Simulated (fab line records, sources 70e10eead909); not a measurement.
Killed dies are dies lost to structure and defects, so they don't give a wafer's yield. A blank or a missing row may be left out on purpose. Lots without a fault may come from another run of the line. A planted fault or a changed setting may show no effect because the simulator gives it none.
fab line records | flow nand_harc | part 2 of 2: steps 21 to 34 of 34
record lots=5 wafers=15 last_day=32
route steps=1302 shown A_SGD_CUT@902 A_SLIT@922
lots that met no fault: from a run of the same line without faults
start_h: hours from the record's first day to the start of the lot's first wafer shown | wait_h: hours since the lot's step before | " the same as in the row above | L1.1+2: a row that stands for several wafers | - no value, or no start given | * or withheld: withheld | < > ~ a bound
route shown NAME@n: a module of which the file shows steps, and the number in the route of the first | usual: mean/standard deviation of fault-free wafers | same: alike in all rows | chamber/n: place in a boat | sites: the reading at each site | _std_site: their standard deviation | _edge_site: outer sites' mean less inner sites' | radius_mm: how far each site lies from the wafer's centre | mask NAME#n: copy n | behind: the tool/chamber that last shaped the wafer | hold: why the lot was held/for how many hours/how that ended | device: the transistor (n, p or np) that didn't switch | end of line: the same wafers' tests at the end of the route | a step without rows: its recipe alone | killed: dies lost to structure and defects at the first sort, not the wafer's yield | map: a wafer's dies, x killed, . not, _ none there
set.NAME: the setting as run; set.NAME@STEP: as run at that earlier step | model.NAME: the simulator's own value behind a step, which no gauge read
lots at some steps of the route; a table a step, a row a wafer
services: from which hour (start_h, from the record's first day; less than 0 if before it) a tool's chamber was out of use, for how many hours, and why
## steps
# step NHARC_A_SLIT_DEP_25
# recipe target_thk_a=2000 temp_c=400 pressure_torr=6.5 rf_w=900 teos_flow_sccm=161.4 flow_sccm=2650 target_thk_nm=200 gas=O2 material=SiO2
# usual heater_power_w=582/110 throttle_valve_pct=16.1/0.43
# columns lot.wafer tool chamber start_h wait_h heater_power_w since_wet_clean_h throttle_valve_pct
L079.3 pecvd-02 1 502.88 0.1 666 82 15.5
L079.2 " 0 " " 627 82 17.0
L079.4 " 1 " " 671 - 15.7
L084.3 pecvd-01 1 545.06 0.1 701 40 15.9
L084.5 " 2 " " 572 - 16.2
L084.4 " 1 " " 713 - 15.9
L085.1 pecvd-01 2 556.87 0.1 490 52 16.7
L085.4 " 1 " " 762 - 16.0
L085.5 " 0 " " 579 - 15.5
L088.1 pecvd-03 2 592.68 0.2 439 32 15.9
L088.4 " 2 " " 450 - 15.9
L088.6 " 0 " " 382 - 15.9
L094.2 pecvd-02 1 646.00 0.1 599 44 15.5
L094.3 " 2 " " 786 44 14.9
L094.6 " 1 " " 604 - 15.6
# step NHARC_A_SLIT_DEP_00
# recipe target_thk_a=62000 temp_c=400 material=aC
# usual throttle_valve_pct=35.000/0.0091
# columns lot.wafer tool chamber start_h wait_h throttle_valve_pct
L079.2 acl_dep-03 0 506.04 - 35.014
L079.3 " 0 " " 34.996
L079.4 " 0 " " 34.987
L084.3 acl_dep-01 0 547.73 - 35.009
L084.4 " 0 " " 35.016
L084.5 " 0 " " 35.007
L085.1 acl_dep-02 0 559.53 - 34.991
L085.4 " 0 561.43 - 35.004
L085.5 " 0 " " 34.979
L088.1 acl_dep-01 0 592.98 - 34.982
L088.4 " 0 594.89 - 34.998
L088.6 " 0 596.17 - 35.022
L094.2 acl_dep-01 0 646.98 - 34.992
L094.3 " 0 " " 35.001
L094.6 " 0 649.53 - 35.006
# step NHARC_A_SLIT_DEP_23
# recipe target_thk_a=1000 target_thk_nm=100 temp_c=400 pressure_torr=3.5 flow_sccm=200 rf_w=350 material=SiON
# usual heater_power_w=771/110
# columns lot.wafer tool chamber start_h wait_h heater_power_w since_wet_clean_h
L079.3 pecvd-02 1 509.17 1.9 851 88
L079.2 " 2 " " 996 88
L079.4 " 1 " " 848 -
L084.3 pecvd-02 2 550.31 1.9 870 129
L084.4 " 2 " " 892 -
L084.5 " 0 " " 761 -
L085.1 pecvd-03 2 563.42 3.3 657 3
L085.4 " 1 " " 707 -
L085.5 " 2 " " 666 -
L088.1 pecvd-03 1 596.96 3.3 813 36
L088.6 " 0 " " 590 -
L088.4 " 1 " " 815 -
L094.2 pecvd-01 0 650.19 2.6 751 145
L094.3 " 1 " " 778 145
L094.6 " 2 " " 643 -
# step NHARC_A_SLIT_DEHYDRATE_01
# recipe temp_c=150 time_s=120
# columns lot.wafer tool chamber start_h wait_h
L079.2+3+4 litho_track-04 0 509.44 0.2
L084.3+4+5 litho_track-01 0 550.55 0.2
L085.1+4+5 litho_track-06 0 563.63 0.2
L088.1+4+6 litho_track-06 0 597.17 0.2
L094.2+3+6 litho_track-04 0 650.46 0.2
# step NHARC_A_SLIT_HMDS_02
# recipe time_s=30
# columns lot.wafer tool chamber start_h wait_h
L079.2+3+4 litho_track-04 0 - -
L084.3+4+5 litho_track-01 0 - -
L085.1+4+5 litho_track-06 0 - -
L088.1+4+6 litho_track-06 0 - -
L094.2+3+6 litho_track-04 0 - -
# step NHARC_A_SLIT_COAT_03
# recipe spin_rpm=1500 resist_thk_nm=90
# usual spin_speed_rpm=1500.1/0.87
# columns lot.wafer tool chamber start_h wait_h spin_speed_rpm
L079.2 litho_track-04 0 - - 1500.0
L079.3 " 0 " " 1500.9
L079.4 " 0 " " 1501.3
L084.3 litho_track-01 0 - - 1498.9
L084.4 " 0 " " 1499.9
L084.5 " 0 " " 1498.7
L085.1 litho_track-06 0 - - 1500.9
L085.4 " 0 " " 1500.0
L085.5 " 0 " " 1500.5
L088.1 litho_track-06 0 - - 1499.0
L088.4 " 0 " " 1499.9
L088.6 " 0 " " 1498.6
L094.2 litho_track-04 0 - - 1500.6
L094.3 " 0 " " 1499.6
L094.6 " 0 " " 1500.4
# step NHARC_A_SLIT_SOFTBAKE_04
# recipe temp_c=105 time_s=55
# columns lot.wafer tool chamber start_h wait_h
L079.2+3+4 litho_track-04 0 - -
L084.3+4+5 litho_track-01 0 - -
L085.1+4+5 litho_track-06 0 - -
L088.1+4+6 litho_track-06 0 - -
L094.2+3+6 litho_track-04 0 - -
# step NHARC_A_SLIT_EBR_05
# columns lot.wafer tool chamber start_h wait_h
L079.2+3+4 litho_track-04 0 - -
L084.3+4+5 litho_track-01 0 - -
L085.1+4+5 litho_track-06 0 - -
L088.1+4+6 litho_track-06 0 - -
L094.2+3+6 litho_track-04 0 - -
# step NHARC_A_SLIT_EXPOSE_06
# recipe na=1.35 dose_mj=60.82 mask_id=SLIT
# columns lot.wafer tool chamber start_h wait_h mask
L079.2+3+4 arfi_scanner-01 0 509.71 - SLIT#0
L084.3+4+5 arfi_scanner-02 0 550.70 - SLIT#0
L085.1+4+5 arfi_scanner-03 0 563.90 - SLIT#0
L088.1+4+6 arfi_scanner-02 0 597.48 - SLIT#0
L094.2+3+6 arfi_scanner-03 0 650.86 - SLIT#0
# step NHARC_A_SLIT_PEB_07
# recipe peb_temp_c=100 peb_time_s=65
# columns lot.wafer tool chamber start_h wait_h
L079.2+3+4 litho_track-04 0 509.77 0.1
L084.3+4+5 litho_track-06 0 550.76 0.0
L085.1+4+5 litho_track-01 0 563.96 0.1
L088.1+4+6 litho_track-01 0 597.54 0.1
L094.2+3+6 litho_track-06 0 650.92 0.1
# step NHARC_A_SLIT_DEVELOP_08
# recipe develop_time_s=35 dev_temp_c=23
# columns lot.wafer tool chamber start_h wait_h
L079.2+3+4 litho_track-04 0 - -
L084.3+4+5 litho_track-06 0 - -
L085.1+4+5 litho_track-01 0 - -
L088.1+4+6 litho_track-01 0 - -
L094.2+3+6 litho_track-06 0 - -
# step NHARC_A_SLIT_CD_MEAS_09
# recipe target_cd_nm=300 landing_energy_ev=500
# usual cd_nm=300.2/0.61
# columns lot.wafer tool chamber start_h wait_h cd_nm
L079.2 cd_sem-01 0 509.85 - 300.6
L079.3 " 0 " " 300.8
L079.4 " 0 " " 299.8
L084.3 cd_sem-02 0 550.84 - 299.8
L084.4 " 0 " " 300.1
L084.5 " 0 " " 299.3
L085.1 cd_sem-02 0 564.04 - 300.9
L085.4 " 0 " " 300.7
L085.5 " 0 " " 301.0
L088.1 cd_sem-03 0 597.62 - 301.0
L088.4 " 0 " " 300.2
L088.6 " 0 " " 299.8
L094.2 cd_sem-01 0 651.00 - 299.6
L094.3 " 0 " " 299.4
L094.6 " 0 " " 299.1
# step NHARC_A_SLIT_OVL_MEAS_10
# usual overlay_x_nm=-0.1/0.81 overlay_y_nm=-0.3/0.83
# columns lot.wafer tool chamber start_h wait_h overlay_x_nm overlay_y_nm
L079.2 overlay-02 - 509.94 - 0.4 -1.0
L079.3 " - " " 0.3 -0.5
L079.4 " - " " 0.7 -0.4
L084.3 overlay-01 - 550.92 - -0.4 -0.7
L084.4 " - " " -0.5 -0.9
L084.5 " - " " -0.2 -0.6
L085.1 overlay-01 - 564.13 - 0.2 1.3
L085.4 " - " " 0.7 0.9
L085.5 " - " " 1.0 1.5
L088.1 overlay-01 - 597.71 - 0.7 1.4
L088.4 " - " " 1.0 1.6
L088.6 " - " " 1.1 1.8
L094.2 overlay-02 - 651.09 - -0.8 0.4
L094.3 " - " " -0.9 0.2
L094.6 " - " " -1.1 -0.3
# step NHARC_A_SLIT_INSPECT_11
# usual raw_defect_count=63/34
# columns lot.wafer tool chamber start_h wait_h raw_defect_count
L079.2 defect_inspect-01 - 509.97 0.0 124
L079.3 " - " " 123
L079.4 " - " " 109
L084.3 defect_inspect-01 - 550.96 0.0 27
L084.4 " - " " 24
L084.5 " - " " 23
L085.1 defect_inspect-01 - 564.16 0.0 14
L085.4 " - " " 23
L085.5 " - " " 18
L088.1 defect_inspect-02 - 597.75 0.0 60
L088.4 " - " " 53
L088.6 " - " " 65
L094.2 defect_inspect-02 - 651.12 0.0 72
L094.3 " - " " 63
L094.6 " - " " 72
## services
# columns tool chamber start_h hours kind
pecvd-02 - 477.80 1.5 repair
rie_diel-06 - 484.20 9.0 pm
pecvd-03 - 485.79 0.9 repair
pecvd-01 - 492.00 13.0 pm
rie_diel-09 - 497.10 9.0 pm
rie_diel-06 0 500.84 5.2 repair
litho_track-01 - 505.00 7.0 pm
rie_diel-09 1 515.21 2.1 repair
cmp-04 - 525.26 4.0 pm
litho_track-06 - 529.00 7.0 pm
wet_bench-06 - 545.60 8.0 pm
litho_track-04 - 553.00 7.0 pm
rie_diel-09 1 561.67 5.5 repair
wet_bench-04 - 579.20 8.0 pm
pecvd-02 - 589.01 13.0 pm
rie_diel-09 - 591.66 0.4 repair
rie_diel-06 2 599.96 11.0 repair
rie_diel-09 3 604.89 21.3 repair
rie_diel-11 1 606.28 1.9 repair
rie_diel-11 - 609.50 9.0 pm
wet_bench-05 - 612.97 8.0 pm
rie_diel-06 - 630.13 11.1 repair
rie_diel-09 1 631.41 3.5 repair
rie_diel-09 3 650.43 4.0 repair
